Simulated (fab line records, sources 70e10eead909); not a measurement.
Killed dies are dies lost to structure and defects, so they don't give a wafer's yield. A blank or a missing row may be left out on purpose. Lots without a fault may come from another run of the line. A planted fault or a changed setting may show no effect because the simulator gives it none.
fab line records | flow nand_harc
record lots=12 wafers=36 last_day=34
route steps=1302 shown THIN_TSV@1245 END@1302
lots that met no fault: from a run of the same line without faults
start_h: hours from the record's first day to the start of the lot's first wafer shown | wait_h: hours since the lot's step before | " the same as in the row above | L1.1+2: a row that stands for several wafers | - no value, or no start given | * or withheld: withheld | < > ~ a bound
route shown NAME@n: a module of which the file shows steps, and the number in the route of the first | usual: mean/standard deviation of fault-free wafers | same: alike in all rows | chamber/n: place in a boat | sites: the reading at each site | _std_site: their standard deviation | _edge_site: outer sites' mean less inner sites' | radius_mm: how far each site lies from the wafer's centre | mask NAME#n: copy n | behind: the tool/chamber that last shaped the wafer | hold: why the lot was held/for how many hours/how that ended | device: the transistor (n, p or np) that didn't switch | end of line: the same wafers' tests at the end of the route | a step without rows: its recipe alone | killed: dies lost to structure and defects at the first sort, not the wafer's yield | map: a wafer's dies, x killed, . not, _ none there
set.NAME: the setting as run; set.NAME@STEP: as run at that earlier step | model.NAME: the simulator's own value behind a step, which no gauge read
steps of the route over a sample of lots; a table a step, a row a wafer
services: from which hour (start_h, from the record's first day; less than 0 if before it) a tool's chamber was out of use, for how many hours, and why
## steps
# step NHARC_THIN_TSV_CMP_01
# recipe target_thk_um=3
# usual motor_current_A=11.8/1.6
# columns lot.wafer tool chamber start_h wait_h motor_current_A
L657.2 cmp-04 2 586.21 0.9 10.5
L657.6 " 3 " " 15.7
L657.5 " 0 " " 13.1
L656.2 cmp-01 3 587.38 0.9 10.3
L656.3 " 0 " " 11.6
L656.6 " 1 " " 12.4
L659.2 cmp-02 2 589.74 0.8 11.8
L659.5 " 2 " " 12.7
L659.6 " 3 " " 12.7
L662.1 cmp-01 2 592.18 1.1 10.9
L662.2 " 0 " " 10.8
L662.6 " 2 " " 11.0
L661.1 cmp-02 1 622.52 1.0 9.9
L661.5 " 1 " " 10.7
L661.6 " 2 " " 12.0
L664.4 cmp-02 1 642.21 0.4 9.7
L664.1 " 2 " " 11.3
L664.5 " 1 " " 10.0
L665.1 cmp-01 1 645.32 1.0 12.9
L665.3 " 3 " " 10.7
L665.6 " 2 " " 11.3
L674.1 cmp-04 2 711.89 1.0 10.1
L674.5 " 2 " " 10.3
L674.6 " 3 " " 15.1
L675.1 cmp-01 1 725.52 1.1 12.7
L675.3 " 2 " " 10.9
L675.6 " 3 " " 10.6
L676.3 cmp-02 3 755.41 0.6 13.1
L676.1 " 0 " " 11.3
L676.4 " 2 " " 11.9
L678.3 cmp-02 3 762.83 0.6 13.3
L678.4 " 0 " " 11.5
L678.5 " 0 " " 10.7
L679.1 cmp-04 1 789.35 1.0 10.8
L679.5 " 0 " " 13.0
L679.6 " 1 " " 9.9
# step NHARC_THIN_TSV_THK_MEAS_02
# recipe thk_meas_gauge=ir
# usual thk_nm=3011/200
# columns lot.wafer tool chamber start_h wait_h thk_nm
L657.2 film_metro-01 - 586.40 - 2765
L657.5 " - " " 2687
L657.6 " - " " 2857
L656.2 film_metro-01 - 587.59 - 2832
L656.3 " - " " 2895
L656.6 " - " " 2974
L659.2 film_metro-02 - 590.01 0.2 3235
L659.5 " - " " 2875
L659.6 " - " " 3318
L662.1 film_metro-02 - 592.41 - 3128
L662.2 " - " " 2939
L662.6 " - " " 3038
L661.1 film_metro-01 - 622.79 - 3097
L661.5 " - " " 3112
L661.6 " - " " 3032
L664.1 film_metro-02 - 642.48 0.2 2880
L664.4 " - " " 3227
L664.5 " - " " 2612
L665.1 film_metro-02 - 645.58 - 2989
L665.3 " - " " 2784
L665.6 " - " " 3095
L674.1 film_metro-02 - 712.15 - 3040
L674.5 " - " " 3229
L674.6 " - " " 3130
L675.1 film_metro-02 - 725.73 - 3087
L675.3 " - " " 3083
L675.6 " - " " 3045
L676.1 film_metro-02 - 755.68 0.2 3326
L676.3 " - " " 3480
L676.4 " - " " 3310
L678.3 film_metro-02 - 763.09 - 2673
L678.4 " - " " 2903
L678.5 " - " " 2655
L679.1 film_metro-02 - 789.59 0.2 3056
L679.5 " - " " 3336
L679.6 " - " " 2996
# step NHARC_THIN_TSV_STRIP_45
# recipe power_w=1500 temp_c=250 chemistry=O2
# usual drypump_motor_current_A=5.6/0.62 heater_power_w=354/37
# columns lot.wafer tool chamber start_h wait_h drypump_motor_current_A heater_power_w rf_hours_counter_h
L657.2 plasma_asher-01 1 588.58 0.1 5.1 420 11
L657.6 " 0 " " 5.1 306 -
L657.5 " 1 " " 5.1 413 -
L656.2 plasma_asher-02 0 589.84 0.2 5.6 352 31
L656.3 " 1 " " 6.6 360 -
L656.6 " 0 " " 5.6 346 -
L659.2 plasma_asher-02 1 591.97 0.1 6.6 389 32
L659.5 " 1 " " 6.6 378 -
L659.6 " 0 " " 5.6 341 -
L662.2 plasma_asher-01 0 594.57 0.1 5.0 307 13
L662.1 " 1 " " 5.1 417 13
L662.6 " 0 " " 5.0 292 -
L661.1 plasma_asher-01 1 624.74 0.1 5.1 412 23
L661.6 " 1 " " 5.1 411 -
L661.5 " 0 " " 5.0 305 -
L664.1 plasma_asher-02 0 644.60 0.1 5.7 345 3
L664.4 " 0 " " 5.7 340 -
L664.5 " 0 " " 5.7 357 -
L665.1 plasma_asher-01 0 647.78 0.1 5.0 300 29
L665.3 " 0 " " 5.1 307 -
L665.6 " 1 " " 5.1 407 -
L674.1 plasma_asher-01 0 714.49 0.3 5.0 308 1
L674.5 " 1 " " 5.1 413 -
L674.6 " 0 " " 5.0 306 -
L675.1 plasma_asher-02 0 727.83 0.1 5.6 356 23
L675.3 " 1 " " 6.5 350 -
L675.6 " 1 " " 6.6 358 -
L676.1 plasma_asher-01 1 757.63 0.1 5.1 389 10
L676.4 " 1 " " 5.1 401 -
L676.3 " 0 " " 5.0 307 -
L678.4 plasma_asher-02 1 765.34 0.2 6.6 346 -
L678.3 " 0 " " 5.6 347 -
L678.5 " 0 " " 5.7 344 -
L679.1 plasma_asher-02 0 791.73 0.1 5.7 334 0
L679.6 " 1 " " 6.6 378 -
L679.5 " 0 " " 5.6 338 -
# step NHARC_THIN_TSV_ETCHBACK_48
# recipe target_depth_a=10285 over_etch_frac=0.3 time_s=405.17 ion_energy_ev=250 c4f8_flow_sccm=withheld ar_flow_sccm=withheld rf_w=600 bias_w=300 chemistry=C4F8/Ar
# usual oes_product_au=0.95/0.034 over_etch_frac=0.3/0 rf_vpp_V=548/3.2
# columns lot.wafer tool chamber start_h wait_h oes_product_au over_etch_frac rf_hours_counter_h rf_vpp_V
L657.2 rie_diel-07 1 589.82 - 0.99 0.3 4.1 551
L657.5 " 2 " " 1.00 0.3 - 551
L657.6 " 0 " " 0.99 0.3 - 548
L656.2 rie_diel-07 0 591.04 - 0.92 0.3 4.9 548
L656.3 " 1 " " 0.91 0.3 4.3 551
L656.6 " 2 " " 0.92 0.3 - 550
L659.2 rie_diel-10 1 593.38 - 1.01 0.3 9.5 547
L659.6 " 2 " " 1.01 0.3 - 551
L659.5 " 3 " " 1.00 0.3 - 553
L662.2 rie_diel-10 1 595.81 - 0.93 0.3 9.9 546
L662.1 " 2 " " 0.93 0.3 8.8 551
L662.6 " 0 " " 0.93 0.3 - 544
L661.1 rie_diel-10 2 626.05 - 0.97 0.3 2.2 550
L661.6 " 3 " " 0.96 0.3 - 551
L661.5 " 0 " " 0.96 0.3 - 543
L664.4 rie_diel-10 0 645.87 - 0.99 0.3 2.2 542
L664.1 " 1 " " 1.00 0.23118 2.5 545
L664.5 " 2 " " 0.99 0.3 - 551
L665.1 rie_diel-11 0 648.94 - 0.92 0.3 2.4 552
L665.3 " 3 " " 0.99 0.3 2.3 545
L665.6 " 1 " " 0.92 0.3 - 548
L674.1 rie_diel-07 3 715.76 - 0.93 0.3 4.1 546
L674.5 " 0 " " 0.93 0.3 - 547
L674.6 " 1 " " 0.90 0.3 - 551
L675.3 rie_diel-07 3 729.10 - 0.93 0.3 4.3 547
L675.1 " 0 " " 0.94 0.3 4.0 548
L675.6 " 1 " " 0.92 0.3 - 551
L676.3 rie_diel-07 1 758.84 - 0.92 0.3 4.7 549
L676.1 " 3 " " 0.92 0.3 5.6 546
L676.4 " 2 " " 0.92 0.3 - 549
L678.3 rie_diel-10 3 766.45 - 0.98 0.3 7.4 551
L678.4 " 2 " " 0.92 0.3 9.6 552
L678.5 " 3 " " 0.98 0.3 - 551
L679.1 rie_diel-10 2 792.91 - 0.99 0.3 0.4 550
L679.5 " 3 " " 0.99 0.3 - 554
L679.6 " 0 " " 1.01 0.3 - 544
# step NHARC_END_SORT_01
# recipe temp_c=25
# usual defect_limited_yield=91.3/2.8 killed_at_array=54/18 killed_at_other=0.7/0.87 killed_at_periphery=3.7/2.5 killed_dies=59/19 killed_open=3.3/2 killed_short=2.6/1.6 sort_bin_2_pct=3.1/1.2 sort_bin_3_pct=0.6/0.35 sort_bin_4_pct=5.0/1.6 sort_n_pass=618/19 sort_rim_yield_pct=92/4.4 sort_yield_pct=91.3/2.8
# same gross_dies=677 sort_bin_5_pct[%]=0 sort_bin_6_pct[%]=0 sort_bin_7_pct[%]=0 sort_bin_8_pct[%]=0 sort_rim_n_gross=106.00
# columns lot.wafer tool chamber start_h wait_h defect_limited_yield[%] killed_at_array killed_at_other killed_at_periphery killed_dies killed_open killed_short sort_bin_2_pct[%] sort_bin_3_pct[%] sort_bin_4_pct[%] sort_n_pass sort_rim_yield_pct[%] sort_yield_pct[%]
L656.2 prober-01 0 624.96 2.8 87.6 75 1 8 84 3 6 4.4 0.9 7.1 593 87 87.6
L656.3 prober-01 0 625.76 3.1 90.0 65 0 3 68 2 4 3.1 0.9 6.1 609 95 90.0
L656.6 prober-01 0 628.15 4.0 87.3 81 0 5 86 3 0 5.8 0.4 6.5 591 92 87.3
L657.2 prober-02 0 630.47 2.8 92.0 51 2 1 54 7 3 3.1 0 4.9 623 93 92.0
L657.5 prober-02 0 632.87 3.7 92.9 46 0 2 48 1 2 3.0 0.3 3.8 629 96 92.9
L657.6 prober-02 0 633.67 4.0 93.5 41 1 2 44 5 4 2.8 0.6 3.1 633 92 93.5
L659.2 prober-01 0 632.73 2.8 93.5 41 1 2 44 5 1 2.7 0.7 3.1 633 89 93.5
L659.5 prober-01 0 635.12 3.7 93.8 41 0 1 42 0 1 2.5 0.7 3.0 635 89 93.8
L659.6 prober-01 0 635.91 4.0 90.0 66 1 1 68 2 4 3.5 1.2 5.3 609 92 90.0
L662.1 prober-02 0 637.45 2.5 89.7 62 0 8 70 5 4 2.5 0.7 7.1 607 86 89.7
L662.2 prober-02 0 638.25 2.8 88.9 64 0 11 75 4 4 4.4 1.0 5.6 602 94 88.9
L662.6 prober-02 0 641.45 4.0 90.3 63 1 2 66 1 2 3.7 0.9 5.2 611 99 90.3
L661.1 prober-02 0 645.22 2.5 92.9 47 0 1 48 0 1 1.8 0.6 4.7 629 90 92.9
L661.5 prober-02 0 648.41 3.7 93.5 42 0 2 44 3 3 3.0 0.6 3.0 633 90 93.5
L661.6 prober-02 0 649.21 4.0 92.8 46 1 2 49 3 1 2.8 0.6 3.8 628 90 92.8
L664.1 prober-01 0 657.62 2.5 87.4 81 0 4 85 3 3 4.1 1.0 7.4 592 92 87.4
L664.4 prober-01 0 660.05 3.4 88.5 76 2 0 78 1 3 4.0 1.2 6.4 599 89 88.5
L664.5 prober-01 0 660.85 3.7 87.9 76 2 4 82 3 5 4.6 0.9 6.6 595 88 87.9
L665.1 prober-02 0 665.41 2.5 90.1 63 0 4 67 4 2 3.2 1.0 5.6 610 84 90.1
L665.3 prober-02 0 667.03 3.1 91.0 58 0 3 61 6 2 4.0 0.3 4.7 616 88 91.0
L665.6 prober-02 0 669.47 4.1 90.4 63 0 2 65 4 3 3.2 1.0 5.3 612 86 90.4
L674.1 prober-02 0 733.44 2.5 88.6 72 1 4 77 4 4 4.6 0.7 6.1 600 88 88.6
L674.5 prober-02 0 736.67 3.7 90.3 62 0 4 66 1 3 3.2 0.3 6.2 611 91 90.3
L674.6 prober-02 0 737.48 4.0 90.1 66 0 1 67 3 3 4.0 0.7 5.2 610 93 90.1
L675.1 prober-01 0 741.69 2.5 87.7 81 0 2 83 4 1 4.0 0.9 7.4 594 92 87.7
L675.3 prober-01 0 743.30 3.1 89.1 72 0 2 74 3 0 4.1 0.4 6.4 603 98 89.1
L675.6 prober-01 0 745.72 4.0 85.7 92 0 5 97 6 4 4.6 0.9 8.9 580 87 85.7
L676.1 prober-02 0 773.64 2.5 89.5 65 3 3 71 4 3 5.5 0.1 4.9 606 95 89.5
L676.3 prober-02 0 775.24 3.1 91.9 49 0 6 55 5 2 2.7 0.7 4.7 622 98 91.9
L676.4 prober-02 0 776.03 3.4 92.8 42 3 4 49 3 4 2.4 0.1 4.7 628 90 92.8
L678.3 prober-01 0 780.81 3.1 94.8 32 0 3 35 4 6 2.2 0.6 2.4 642 94 94.8
L678.4 prober-01 0 781.60 3.4 96.2 22 0 4 26 2 2 0.9 0.4 2.5 651 99 96.2
L678.5 prober-01 0 782.39 3.7 95.6 30 0 0 30 2 2 1.0 0.1 3.2 647 96 95.6
L679.1 prober-01 0 806.44 2.5 90.8 58 2 2 62 6 1 3.2 0.7 5.2 615 90 90.8
L679.5 prober-01 0 809.71 3.8 88.9 68 3 4 75 5 3 4.3 0.6 6.2 602 94 88.9
L679.6 prober-01 0 810.52 4.1 90.1 61 1 5 67 2 2 3.8 0.4 5.6 610 91 90.1
# killed by level:class
L656.2 A_SLIT:chamber_film_flake=29 A_CHANNEL_HOLE_D2:chamber_film_flake=27 P_CONTACT:chamber_film_flake=5 A_CHANNEL_FILL_D2:chamber_film_flake=3 A_STAIRCASE:chamber_film_flake=3 A_BONDPAD:chamber_film_flake=3 P_STI:geometric_particle:open=1 P_STI:geometric_particle:short=1
L656.3 A_SLIT:chamber_film_flake=31 A_CHANNEL_HOLE_D2:chamber_film_flake=19 A_CONTACT:chamber_film_flake=4 A_SOURCE_PLATE:geometric_particle:open=2 P_CONTACT:chamber_film_flake=2 A_CHANNEL_HOLE_D1:chamber_film_flake=2 A_STAIRCASE:chamber_film_flake=2 A_BONDPAD:chamber_film_flake=2
L656.6 A_CHANNEL_HOLE_D2:chamber_film_flake=38 A_SLIT:chamber_film_flake=24 P_CONTACT:chamber_film_flake=5 A_CONTACT:chamber_film_flake=5 A_CHANNEL_FILL_D2:chamber_film_flake=3 A_ZERO_WELL:chamber_film_flake=2 A_STAIRCASE:chamber_film_flake=2 A_SGD_CUT:chamber_film_flake=2
L657.2 A_CHANNEL_HOLE_D1:chamber_film_flake=31 A_CHANNEL_HOLE_D2:chamber_film_flake=3 A_CHANNEL_HOLE_D1:geometric_particle:open=2 A_SGD_CUT:geometric_particle:open=2 A_M0:geometric_particle:open=2 A_CHANNEL_FILL_D2:chamber_film_flake=2 A_SLIT:chamber_film_flake=2 A_WL_FILL:chamber_film_flake=2
L659.2 A_CHANNEL_HOLE_D1:chamber_film_flake=18 A_CHANNEL_HOLE_D2:chamber_film_flake=17 P_CONTACT:geometric_particle:open=2 A_ONON_D2:geometric_particle:short=1 A_WL_FILL:geometric_particle:open=1 A_M0:geometric_particle:open=1 STARTING-WAFER:geometric_particle:open=1 A_CHANNEL_FILL_D2:chamber_film_flake=1
L657.5 A_CHANNEL_HOLE_D1:chamber_film_flake=26 A_CHANNEL_HOLE_D2:chamber_film_flake=9 A_WL_FILL:chamber_film_flake=6 A_STAIRCASE:chamber_film_flake=2 A_CHANNEL_FILL_D1:geometric_particle:short=1 A_DECK1_JOINT:geometric_particle:short=1 A_CHANNEL_FILL_D2:geometric_particle:open=1 P_GATE:chamber_film_flake=1
L657.6 A_CHANNEL_HOLE_D1:chamber_film_flake=22 A_CHANNEL_HOLE_D2:chamber_film_flake=5 A_STAIRCASE:chamber_film_flake=3 A_WL_FILL:geometric_particle:short=2 A_CONTACT:chamber_film_flake=2 A_ONON_D1:geometric_particle:open=1 A_DECK1_JOINT:geometric_particle:open=1 A_DECK1_JOINT:geometric_particle:short=1
L659.5 A_CHANNEL_HOLE_D2:chamber_film_flake=20 A_CHANNEL_HOLE_D1:chamber_film_flake=15 A_CONTACT:chamber_film_flake=2 A_ONON_D2:geometric_particle:short=1 P_GATE:chamber_film_flake=1 A_CHANNEL_FILL_D1:chamber_film_flake=1 A_STAIRCASE:chamber_film_flake=1 A_M1:chamber_film_flake=1
L659.6 A_CHANNEL_HOLE_D1:chamber_film_flake=33 A_CHANNEL_HOLE_D2:chamber_film_flake=25 A_CONTACT:chamber_film_flake=4 P_M0:geometric_particle:open=1 A_CHANNEL_HOLE_D1:geometric_particle:short=1 A_DECK1_JOINT:geometric_particle:short=1 A_SGD_CUT:geometric_particle:short=1 A_M0:geometric_particle:open=1
L662.1 A_CHANNEL_HOLE_D1:chamber_film_flake=28 A_SLIT:chamber_film_flake=15 A_CONTACT:chamber_film_flake=5 A_CHANNEL_HOLE_D2:chamber_film_flake=4 P_CONTACT:chamber_film_flake=3 A_STAIRCASE:chamber_film_flake=2 P_STI:geometric_particle:short=1 P_GATE:geometric_particle:open=1
L662.2 A_CHANNEL_HOLE_D1:chamber_film_flake=29 A_SLIT:chamber_film_flake=21 P_CONTACT:chamber_film_flake=4 A_CONTACT:chamber_film_flake=4 A_CHANNEL_HOLE_D2:chamber_film_flake=4 A_STAIRCASE:chamber_film_flake=2 P_CONTACT:geometric_particle:open=1 P_M0:geometric_particle:open=1
L662.6 A_CHANNEL_HOLE_D1:chamber_film_flake=32 A_SLIT:chamber_film_flake=19 A_CHANNEL_HOLE_D2:chamber_film_flake=7 A_CONTACT:chamber_film_flake=3 A_M0:geometric_particle:short=1 A_M0:geometric_particle:open=1 STARTING-WAFER:geometric_particle:short=1 P_ZERO_WELL:chamber_film_flake=1
L661.1 A_CHANNEL_HOLE_D2:chamber_film_flake=22 A_STAIRCASE:chamber_film_flake=8 A_CHANNEL_HOLE_D1:chamber_film_flake=4 A_WL_FILL:chamber_film_flake=4 A_DECK1_JOINT:chamber_film_flake=3 A_CHANNEL_FILL_D1:chamber_film_flake=2 A_CONTACT:chamber_film_flake=2 A_ONON_D1:geometric_particle:short=1
L661.5 A_CHANNEL_HOLE_D2:chamber_film_flake=24 A_STAIRCASE:chamber_film_flake=4 A_CHANNEL_HOLE_D1:chamber_film_flake=3 A_CHANNEL_FILL_D1:chamber_film_flake=2 A_WL_FILL:chamber_film_flake=2 A_CONTACT:chamber_film_flake=2 P_CONTACT:geometric_particle:open=1 A_ONON_D1:geometric_particle:short=1
L661.6 A_CHANNEL_HOLE_D2:chamber_film_flake=22 A_STAIRCASE:chamber_film_flake=7 A_CHANNEL_HOLE_D1:chamber_film_flake=5 A_DECK1_JOINT:chamber_film_flake=3 P_GATE:chamber_film_flake=2 A_WL_FILL:chamber_film_flake=2 A_ONON_D2:geometric_particle:open=1 A_CHANNEL_HOLE_D2:geometric_particle:open=1
L664.1 A_CHANNEL_HOLE_D2:chamber_film_flake=36 A_CHANNEL_HOLE_D1:chamber_film_flake=30 A_WL_FILL:chamber_film_flake=3 A_CHANNEL_FILL_D2:geometric_particle:short=2 A_ZERO_WELL:chamber_film_flake=2 A_SLIT:chamber_film_flake=2 P_CONTACT:geometric_particle:short=1 P_M0:geometric_particle:open=1
L664.4 A_CHANNEL_HOLE_D1:chamber_film_flake=39 A_CHANNEL_HOLE_D2:chamber_film_flake=27 THIN_TSV:chamber_film_flake=2 A_STAIRCASE:chamber_film_flake=2 A_CONTACT:chamber_film_flake=2 A_DECK1_JOINT:geometric_particle:short=1 A_WL_FILL:geometric_particle:short=1 A_WL_FILL:geometric_particle:open=1
L664.5 A_CHANNEL_HOLE_D2:chamber_film_flake=38 A_CHANNEL_HOLE_D1:chamber_film_flake=26 P_ZERO_WELL:chamber_film_flake=2 A_BLC:chamber_film_flake=2 P_M0:geometric_particle:short=1 A_ONON_D1:geometric_particle:open=1 A_CHANNEL_HOLE_D2:geometric_particle:open=1 A_CHANNEL_FILL_D2:geometric_particle:short=1
L665.1 A_SLIT:chamber_film_flake=26 A_CHANNEL_HOLE_D1:chamber_film_flake=21 A_CHANNEL_HOLE_D2:chamber_film_flake=9 A_STAIRCASE:chamber_film_flake=2 A_BLC:chamber_film_flake=2 P_STI:geometric_particle:open=1 P_GATE:geometric_particle:open=1 P_CONTACT:geometric_particle:open=1
L665.3 A_SLIT:chamber_film_flake=21 A_CHANNEL_HOLE_D1:chamber_film_flake=19 A_CHANNEL_HOLE_D2:chamber_film_flake=8 A_STAIRCASE:chamber_film_flake=3 P_STI:geometric_particle:open=1 P_CONTACT:geometric_particle:open=1 A_DECK1_JOINT:geometric_particle:open=1 A_ONON_D2:geometric_particle:open=1
L665.6 A_CHANNEL_HOLE_D1:chamber_film_flake=28 A_SLIT:chamber_film_flake=18 A_CHANNEL_HOLE_D2:chamber_film_flake=7 A_CHANNEL_FILL_D2:geometric_particle:short=2 A_BLC:chamber_film_flake=2 P_GATE:geometric_particle:open=1 A_SOURCE_PLATE:geometric_particle:open=1 A_CHANNEL_FILL_D1:geometric_particle:open=1
L674.1 A_CHANNEL_HOLE_D2:chamber_film_flake=25 A_SLIT:chamber_film_flake=24 A_CHANNEL_HOLE_D1:chamber_film_flake=8 A_WL_FILL:chamber_film_flake=4 A_M0:geometric_particle:open=2 A_CONTACT:chamber_film_flake=2 A_DECK1_JOINT:geometric_particle:short=1 A_ONON_D2:geometric_particle:open=1
L674.5 A_SLIT:chamber_film_flake=25 A_CHANNEL_HOLE_D2:chamber_film_flake=13 A_CHANNEL_HOLE_D1:chamber_film_flake=10 A_CONTACT:chamber_film_flake=6 A_WL_FILL:chamber_film_flake=3 A_STAIRCASE:chamber_film_flake=2 P_BONDPAD:geometric_particle:short=1 A_ONON_D2:geometric_particle:short=1
L674.6 A_SLIT:chamber_film_flake=29 A_CHANNEL_HOLE_D2:chamber_film_flake=16 A_CHANNEL_HOLE_D1:chamber_film_flake=10 A_CONTACT:chamber_film_flake=4 A_CHANNEL_FILL_D2:chamber_film_flake=2 P_M0:geometric_particle:open=1 A_ONON_D1:geometric_particle:short=1 A_CHANNEL_HOLE_D1:geometric_particle:short=1
L675.1 A_SLIT:chamber_film_flake=36 A_CHANNEL_HOLE_D1:chamber_film_flake=22 A_CONTACT:chamber_film_flake=12 A_STAIRCASE:chamber_film_flake=4 A_ONON_D2:geometric_particle:open=2 A_CHANNEL_FILL_D1:geometric_particle:open=1 A_DECK1_JOINT:geometric_particle:open=1 A_M1:geometric_particle:short=1
L675.3 A_SLIT:chamber_film_flake=30 A_CHANNEL_HOLE_D1:chamber_film_flake=28 A_CONTACT:chamber_film_flake=7 A_CHANNEL_FILL_D2:chamber_film_flake=3 P_M1:geometric_particle:open=1 A_CHANNEL_HOLE_D1:geometric_particle:open=1 A_DECK1_JOINT:geometric_particle:open=1 P_STI:chamber_film_flake=1
L675.6 A_CHANNEL_HOLE_D1:chamber_film_flake=34 A_SLIT:chamber_film_flake=30 A_CONTACT:chamber_film_flake=12 A_CHANNEL_FILL_D2:geometric_particle:open=3 P_GATE:chamber_film_flake=2 P_CONTACT:chamber_film_flake=2 A_CHANNEL_FILL_D1:chamber_film_flake=2 A_STAIRCASE:chamber_film_flake=2
L676.1 A_CHANNEL_HOLE_D2:chamber_film_flake=31 A_SLIT:chamber_film_flake=10 A_CONTACT:chamber_film_flake=8 P_BONDPAD:chamber_film_flake=3 A_STAIRCASE:chamber_film_flake=3 THIN_TSV:chamber_film_flake=3 A_CHANNEL_FILL_D1:geometric_particle:short=2 A_CHANNEL_HOLE_D1:unspecified=2
L676.3 A_CHANNEL_HOLE_D2:chamber_film_flake=31 A_SLIT:chamber_film_flake=6 A_CONTACT:chamber_film_flake=4 P_BONDPAD:chamber_film_flake=2 A_CHANNEL_HOLE_D1:unspecified=2 P_GATE:geometric_particle:open=1 P_M0:geometric_particle:open=1 P_M2:geometric_particle:open=1
L676.4 A_CHANNEL_HOLE_D2:chamber_film_flake=23 A_SLIT:chamber_film_flake=5 A_CHANNEL_FILL_D1:chamber_film_flake=3 A_CONTACT:chamber_film_flake=3 THIN_TSV:chamber_film_flake=3 P_CONTACT:geometric_particle:open=2 P_M0:geometric_particle:short=2 A_CHANNEL_HOLE_D1:unspecified=2
L678.3 A_CONTACT:chamber_film_flake=12 A_SLIT:chamber_film_flake=6 A_STAIRCASE:chamber_film_flake=3 P_CONTACT:geometric_particle:short=2 A_DECK1_JOINT:geometric_particle:short=2 A_WL_FILL:chamber_film_flake=2 P_M0:geometric_particle:open=1 A_ONON_D1:geometric_particle:short=1
L678.4 A_CONTACT:chamber_film_flake=11 A_SLIT:chamber_film_flake=6 P_GATE:chamber_film_flake=2 P_STI:geometric_particle:open=1 P_M0:geometric_particle:short=1 A_CONTACT:geometric_particle:open=1 A_M1:geometric_particle:short=1 A_CHANNEL_HOLE_D1:chamber_film_flake=1
L678.5 A_CONTACT:chamber_film_flake=9 A_SLIT:chamber_film_flake=6 A_CHANNEL_HOLE_D1:chamber_film_flake=3 A_STAIRCASE:chamber_film_flake=3 A_CHANNEL_FILL_D1:geometric_particle:short=1 A_DECK1_JOINT:geometric_particle:open=1 A_ONON_D2:geometric_particle:open=1 A_CONTACT:geometric_particle:short=1
L679.1 A_SLIT:chamber_film_flake=28 A_CHANNEL_HOLE_D1:chamber_film_flake=8 A_STAIRCASE:chamber_film_flake=7 A_CONTACT:chamber_film_flake=5 A_WL_FILL:geometric_particle:open=2 A_DECK1_JOINT:chamber_film_flake=2 THIN_TSV:chamber_film_flake=2 P_GATE:geometric_particle:open=1
L679.5 A_SLIT:chamber_film_flake=33 A_CHANNEL_HOLE_D1:chamber_film_flake=19 A_CONTACT:chamber_film_flake=5 A_STAIRCASE:chamber_film_flake=4 THIN_TSV:chamber_film_flake=3 P_GATE:chamber_film_flake=2 P_CONTACT:geometric_particle:open=1 P_M0:geometric_particle:open=1
L679.6 A_SLIT:chamber_film_flake=28 A_CHANNEL_HOLE_D1:chamber_film_flake=18 A_CONTACT:chamber_film_flake=5 A_STAIRCASE:chamber_film_flake=4 P_M0:geometric_particle:open=2 P_GATE:chamber_film_flake=2 A_CHANNEL_FILL_D2:chamber_film_flake=2 P_M0:geometric_particle:short=1
## services
# columns tool chamber start_h hours kind
cmp-01 - 579.55 4.0 pm
rie_diel-07 3 588.84 4.2 repair
rie_diel-10 - 596.97 9.0 pm
plasma_asher-02 - 603.00 9.0 pm
rie_diel-07 1 610.61 13.4 repair
plasma_asher-02 - 616.29 12.0 repair
cmp-02 - 624.50 4.0 pm
rie_diel-07 3 630.05 4.0 repair
cmp-02 - 642.61 0.6 repair
rie_diel-07 - 648.20 9.0 pm
rie_diel-10 1 665.18 12.1 repair
rie_diel-10 3 668.56 16.0 repair
cmp-02 - 686.33 1.0 repair
rie_diel-10 - 687.81 0.8 repair
rie_diel-07 - 688.35 1.0 repair
plasma_asher-01 - 696.21 9.0 pm
cmp-02 - 722.50 4.0 pm
rie_diel-07 0 755.16 5.4 repair
rie_diel-07 1 760.92 5.6 repair
rie_diel-07 1 767.12 35.9 repair
rie_diel-10 - 773.97 9.0 pm
plasma_asher-02 - 780.00 9.0 pm
rie_diel-07 - 780.89 1.3 repair
rie_diel-10 1 787.97 5.9 repair
## key
first_sign step=NHARC_THIN_TSV_ETCHBACK_48 reading=over_etch_frac direction=down sigmas=99+ usual=0.3 struck=0.23118
effect none on later readings
met_at NHARC_THIN_TSV_ETCHBACK_48
struck_lots L664
struck_wafers L664.1
not_acting_at NHARC_THIN_TSV_CMP_01,NHARC_THIN_TSV_THK_MEAS_02,NHARC_THIN_TSV_STRIP_45
onset_between 595.81 645.87
fault kind=process_parameter_drift tool=rie_diel-10 chamber=1 onset_h=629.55 steps=NHARC_THIN_TSV_ETCHBACK_48 channel=over_etch_frac offset=-0.068819 shape=step end_h=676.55 acts_in=these_recipes_only stated=0.3
